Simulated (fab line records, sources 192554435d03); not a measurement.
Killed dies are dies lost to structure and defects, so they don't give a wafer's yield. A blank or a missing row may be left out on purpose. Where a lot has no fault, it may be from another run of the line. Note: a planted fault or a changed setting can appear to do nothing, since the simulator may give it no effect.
fab line records	flow n5-finfet
record: lots: 10	wafers: 28	last-day: 18
route steps=1938 shown BEOL_M0@738 BEOL_M4@1111
lots that met no fault: taken from a fault-free run of the same line
start-h: hours from the record's first day to the start of the lot's first wafer shown	wait-h: time in hours since the lot's previous step	" identical to the entry in the row above	L1.1+2: a row that stands for several wafers	- no value, or no start was given	* or withheld: withheld	< > ~ a bound
route shown NAME@n: NAME is a module with steps in the file, n the number in the route of the first one	usual: the fault-free wafers' mean and standard deviation	same: alike in all rows	chamber/n: place in a boat	sites: readings site by site	_std_site: standard deviation across them	_edge_site: outer sites' mean less inner sites'	radius-mm: for every site, how far away it sits from the centre of the wafer	mask NAME#n: copy n	behind: the last tool/chamber to shape the wafer	hold: what put the lot on hold/how long, in hours/how the hold closed	device: which transistor (n, p or np) failed to switch	end of line: the route-end tests of the same wafers	a step without rows: its recipe alone	killed: count of dies lost to structure and defects at first sort (not the wafer's yield)	map: per-die view of a wafer (x killed, . not killed, _ where there is no die)
set.NAME: the setting as run; set.NAME@STEP: as run at that earlier step	model.NAME: the simulator's own value behind a step, which no gauge read
one table for each step of the route and one row for each wafer, over a sample of lots
services: when a tool's chamber went out of use (start-h, in hours from the record's first day, below 0 if earlier), for how many hours, and the reason
== steps ==
step: N5_BEOL_M0_SPUTTER_134
recipe: material: Cu	target-thk-a: 40	temp-c: -20	chamber-pressure-pa: 0.07	power-w: withheld	time-s: 7.37
usual: throttle-valve-pct: 30.5/0.88
lot.wafer	tool	chamber	start-h	wait-h	throttle-valve-pct
L879.3	pvd-sputter-02	-	131.90	0.0	30.0
L879.4	"	-	"	"	30.3
L879.6	"	-	"	"	30.5
L885.2	pvd-sputter-02	-	169.94	0.0	29.5
L885.5	"	-	"	"	30.7
L886.2	pvd-sputter-01	-	173.20	0.0	29.9
L886.6	"	-	"	"	29.9
L893.2	pvd-sputter-02	-	217.44	0.0	30.8
L893.4	"	-	"	"	29.7
L893.6	"	-	"	"	30.5
L895.2	pvd-sputter-02	-	221.34	0.0	30.5
L895.4	"	-	"	"	30.6
L895.6	"	-	"	"	29.7
L894.1	pvd-sputter-02	-	224.24	0.0	30.6
L894.5	"	-	"	"	30.6
L894.6	"	-	"	"	30.1
L897.3	pvd-sputter-03	-	234.59	0.0	32.3
L897.4	"	-	"	"	29.9
L897.5	"	-	"	"	32.0
L899.1	pvd-sputter-02	-	247.91	0.0	30.7
L899.5	"	-	"	"	30.0
L899.6	"	-	"	"	30.4
L901.1	pvd-sputter-01	-	257.53	0.0	32.0
L901.4	"	-	"	"	30.5
L901.5	"	-	"	"	31.2
L900.1	pvd-sputter-03	-	260.19	0.0	32.2
L900.2	"	-	"	"	31.0
L900.3	"	-	"	"	30.0
step: N5_BEOL_M0_ANNEAL_135
recipe: temp-c: 400	time-s: 60	ambient: vacuum
usual: heater-power-w: 840/58
lot.wafer	tool	chamber	start-h	wait-h	heater-power-w
L879.3	pvd-sputter-02	-	131.98	0.0	761
L879.4	"	-	"	"	915
L879.6	"	-	"	"	812
L885.2	pvd-sputter-02	-	170.02	0.0	778
L885.5	"	-	"	"	805
L886.2	pvd-sputter-01	-	173.28	0.0	917
L886.6	"	-	"	"	938
L893.2	pvd-sputter-02	-	217.52	0.0	825
L893.4	"	-	"	"	789
L893.6	"	-	"	"	854
L895.2	pvd-sputter-02	-	221.42	0.0	829
L895.4	"	-	"	"	828
L895.6	"	-	"	"	793
L894.1	pvd-sputter-02	-	224.32	0.0	800
L894.5	"	-	"	"	812
L894.6	"	-	"	"	909
L897.3	pvd-sputter-03	-	234.67	0.0	917
L897.4	"	-	"	"	831
L897.5	"	-	"	"	916
L899.1	pvd-sputter-02	-	247.99	0.0	820
L899.5	"	-	"	"	754
L899.6	"	-	"	"	892
L901.1	pvd-sputter-01	-	257.61	0.0	760
L901.4	"	-	"	"	867
L901.5	"	-	"	"	834
L900.1	pvd-sputter-03	-	260.27	0.0	888
L900.2	"	-	"	"	778
L900.3	"	-	"	"	849
step: N5_BEOL_M0_ECD_118
recipe: material: Cu	target-thk-a: 3000
lot.wafer	tool	chamber	start-h	wait-h
L879.3+4+6	ecd-cu-01	0,1,0	132.16	0.1
L885.2+5	ecd-cu-01	0,1	170.18	0.1
L886.2+6	ecd-cu-01	1,0	173.43	0.1
L893.2+4+6	ecd-cu-02	0,0,1	217.68	0.1
L895.2+4+6	ecd-cu-02	0,1,0	221.58	0.1
L894.1+5+6	ecd-cu-02	0,0,1	224.47	0.1
L897.3+4+5	ecd-cu-02	1,0,1	234.85	0.1
L899.1+5+6	ecd-cu-01	0,0,1	248.15	0.1
L901.1+4+5	ecd-cu-01	0,1,1	257.77	0.1
L900.1+2+3	ecd-cu-01	0,1,1	260.43	0.1
step: N5_BEOL_M0_ANNEAL_119
recipe: temp-c: 225	time-s: 90	ambient: N2
usual: anneal-temp-c: 225.00/0.18	anneal-temp-c-max: 225.8/0.35	wafer_temp_C_max: 225.79/0.24
lot.wafer	tool	chamber	start-h	wait-h	anneal-temp-c	anneal-temp-c-max	wafer_temp_C_max
L879.3	rtp-anneal-02	0	132.51	0.3	224.90	225.6	225.37
L879.4	"	0	"	"	224.98	225.7	225.89
L879.6	"	0	"	"	224.99	225.5	225.36
L885.2	rtp-anneal-02	0	170.63	0.4	224.81	225.7	225.74
L885.5	"	0	"	"	225.17	225.6	225.65
L886.2	rtp-anneal-02	0	173.56	0.1	224.87	225.5	225.77
L886.6	"	0	"	"	224.77	225.3	225.87
L893.2	rtp-anneal-01	0	217.80	0.1	225.22	226.1	225.77
L893.4	"	0	"	"	224.98	226.2	225.83
L893.6	"	0	"	"	224.91	225.8	225.62
L895.2	rtp-anneal-02	0	221.75	0.1	224.80	225.3	225.67
L895.4	"	0	"	"	225.15	225.5	225.40
L895.6	"	0	"	"	224.87	225.5	225.73
L894.1	rtp-anneal-01	0	224.55	0.1	225.15	226.2	225.89
L894.5	"	0	"	"	225.07	226.2	226.06
L894.6	"	0	"	"	225.12	226.1	226.13
L897.3	rtp-anneal-01	0	235.00	0.1	225.21	226.4	225.59
L897.4	"	0	"	"	225.20	226.2	225.17
L897.5	"	0	"	"	224.98	226.0	225.97
L899.1	rtp-anneal-01	0	248.23	0.1	225.09	226.2	226.08
L899.5	"	0	"	"	224.99	226.1	226.02
L899.6	"	0	"	"	224.70	225.5	226.19
L901.1	rtp-anneal-01	0	257.86	0.1	225.34	226.5	226.00
L901.4	"	0	"	"	225.03	226.1	225.56
L901.5	"	0	"	"	225.03	225.9	225.51
L900.1	rtp-anneal-02	0	260.51	0.1	225.19	225.9	225.81
L900.2	"	0	"	"	225.36	226.0	225.45
L900.3	"	0	"	"	225.11	225.6	225.76
step: N5_BEOL_M0_CMP_120
recipe: stop-on: SiOC	t-overpolish-s: 6.9	down-force-psi: 1	platen-rpm: 50	clearing-platen-down-force-psi: 1.5	clearing-platen-rpm: 50	post-cmp-clean: cu-alkaline	clearing-platen-pad-velocity-m-s: 0.99484	pad-velocity-m-s: 0.99484
usual: motor-current-A: 6.0/0.53	time-to-endpoint-s: 63/3.3
lot.wafer	tool	chamber	start-h	wait-h	motor-current-A	time-to-endpoint-s
L879.4	cmp-01	1	132.76	0.2	7.3	57
L879.3	"	2	"	"	6.1	60
L879.6	"	0	"	"	5.3	59
L885.2	cmp-02	2	170.96	0.3	6.5	64
L885.5	"	1	"	"	5.8	97
L886.2	cmp-02	3	173.89	0.3	5.3	68
L886.6	"	2	"	"	6.3	94
L893.4	cmp-01	1	218.54	0.6	7.5	61
L893.2	"	2	"	"	6.4	63
L893.6	"	1	"	"	7.4	62
L895.4	cmp-04	0	222.01	0.1	6.0	62
L895.2	"	1	"	"	6.4	62
L895.6	"	0	"	"	6.3	60
L894.1	cmp-02	1	224.89	0.3	5.8	65
L894.5	"	0	"	"	5.8	66
L894.6	"	1	"	"	5.9	69
L897.4	cmp-04	2	235.21	0.1	6.2	68
L897.3	"	3	"	"	6.0	58
L897.5	"	2	"	"	6.0	70
L899.1	cmp-04	3	248.60	0.3	5.8	58
L899.6	"	1	"	"	6.5	63
L899.5	"	2	"	"	6.6	68
L901.1	cmp-02	2	258.21	0.3	6.7	60
L901.4	"	0	"	"	5.7	66
L901.5	"	1	"	"	5.7	68
L900.3	cmp-02	0	260.81	0.2	5.4	64
L900.1	"	1	"	"	5.6	67
L900.2	"	3	"	"	5.2	64
step: N5_BEOL_M4_RC_MEAS_101
usual: DIBL_N: 35.4/2.1	DIBL_P: 34.8/2.6	IOFF_N: 0.15/0.037	IOFF_P: 0.19/0.037	ION_N: 677/16	ION_P: 462/9.3	SS_N: 71.4/0.75	SS_P: 72.9/0.77	VT_N: 250/3.7	VT_P: -251/3.5
lot.wafer	tool	chamber	start-h	wait-h	DIBL_N[mV/V]	DIBL_P[mV/V]	IOFF_N[nA/um]	IOFF_P[nA/um]	ION_N[uA/um]	ION_P[uA/um]	SS_N[mV/dec]	SS_P[mV/dec]	VT_N[mV]	VT_P[mV]
L879.3	prober-02	0	183.90	0.3	34.8	32.0	0.13	0.19	679	472	70.9	72.6	250	-248
L879.4	"	0	"	"	35.0	32.7	0.14	0.20	682	478	71.0	72.5	249	-250
L879.6	"	0	"	"	33.1	30.1	0.11	0.17	672	470	70.0	72.6	253	-251
L886.2	prober-01	0	226.06	0.2	35.4	34.8	0.16	0.21	662	463	71.6	72.6	246	-248
L886.6	"	0	"	"	37.0	37.2	0.20	0.26	682	465	73.0	73.6	245	-245
L885.2	prober-01	0	226.99	0.6	35.8	35.1	0.16	0.19	697	474	71.5	72.5	246	-249
L885.5	"	0	"	"	36.7	35.7	0.16	0.20	690	471	71.1	72.8	247	-250
L893.2	prober-02	0	260.80	0.2	38.6	39.2	0.20	0.24	681	474	72.1	73.5	248	-249
L893.4	"	0	"	"	33.9	33.0	0.12	0.15	668	460	71.0	72.4	252	-255
L893.6	"	0	"	"	39.1	38.8	0.18	0.23	672	464	71.7	73.8	251	-251
L895.2	prober-01	0	269.96	0.2	33.1	32.2	0.11	0.15	662	448	69.8	71.9	252	-255
L895.4	"	0	"	"	32.3	31.9	0.11	0.15	682	472	70.4	73.0	253	-253
L895.6	"	0	"	"	33.5	33.4	0.13	0.16	668	456	71.0	72.7	251	-251
L894.1	prober-01	0	278.83	0.0	37.6	37.1	0.17	0.22	678	467	71.9	73.8	248	-246
L894.5	"	0	"	"	35.6	36.4	0.13	0.20	662	464	71.2	72.4	254	-250
L894.6	"	0	"	"	38.4	37.6	0.22	0.24	669	460	72.4	73.7	249	-248
L897.3	prober-01	0	286.65	0.3	36.2	36.9	0.18	0.22	694	472	72.3	72.9	247	-249
L897.4	"	0	"	"	37.5	38.8	0.21	0.25	697	472	72.2	73.3	246	-249
L897.5	"	0	"	"	37.8	38.8	0.20	0.24	696	471	72.2	73.0	245	-245
L899.1	prober-01	0	303.81	0.3	40.6	40.7	0.28	0.31	709	480	73.2	74.6	241	-246
L899.5	"	0	"	"	38.2	37.9	0.23	0.25	708	479	72.2	73.6	244	-245
L899.6	"	0	"	"	36.6	36.7	0.18	0.22	702	478	72.0	73.9	246	-247
L901.1	prober-02	0	326.03	0.0	38.0	40.0	0.22	0.26	710	477	72.6	73.7	242	-247
L901.4	"	0	"	"	36.1	37.1	0.18	0.23	701	476	71.7	73.3	247	-250
L901.5	"	0	"	"	36.0	36.9	0.17	0.21	689	467	71.4	73.6	246	-250
L900.1	prober-01	0	327.31	0.0	35.5	35.0	0.15	0.23	676	468	71.7	73.1	254	-243
L900.2	"	0	"	"	32.7	31.9	0.11	0.18	672	472	70.3	71.7	254	-247
L900.3	"	0	"	"	35.4	36.6	0.16	0.25	688	474	71.5	72.9	249	-244
== services ==
tool	chamber	start-h	hours	kind
pvd-sputter-02	-	116.54	1.6	repair
pvd-sputter-01	-	137.28	15.4	repair
cmp-01	-	138.97	12.9	pm
ecd-cu-01	-	145.48	1.9	repair
cmp-01	-	152.89	1.3	repair
cmp-04	-	157.62	7.9	pm
cmp-02	-	240.93	4.0	pm
cmp-04	-	242.38	4.0	pm
cmp-02	-	244.93	-	consumable-replace:conditioner
cmp-02	-	244.93	-	consumable-replace:pad
cmp-04	-	246.38	-	consumable-replace:conditioner
cmp-04	-	246.38	-	consumable-replace:pad
== key ==
first-sign: step: N5_BEOL_M0_CMP_120	reading: time-to-endpoint-s	direction: up	sigmas: 9.7	usual: *	struck: *
effect none on later readings
met-at N5_BEOL_M0_ECD_118
struck-lots L885,L886
struck-wafers L885.5,L886.6
not-acting-at N5_BEOL_M0_SPUTTER_134,N5_BEOL_M0_ANNEAL_135,N5_BEOL_M0_ANNEAL_119
onset-between 132.16 170.18
fault: kind: process-parameter-drift	tool: ecd-cu-01	chamber: -	onset-h: 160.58	steps: N5_BEOL_M0_ECD_118	channel: target-thk-a	offset: *	shape: step	end-h: 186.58	scope: struck-wafers-only	acts-in: *	stated: *
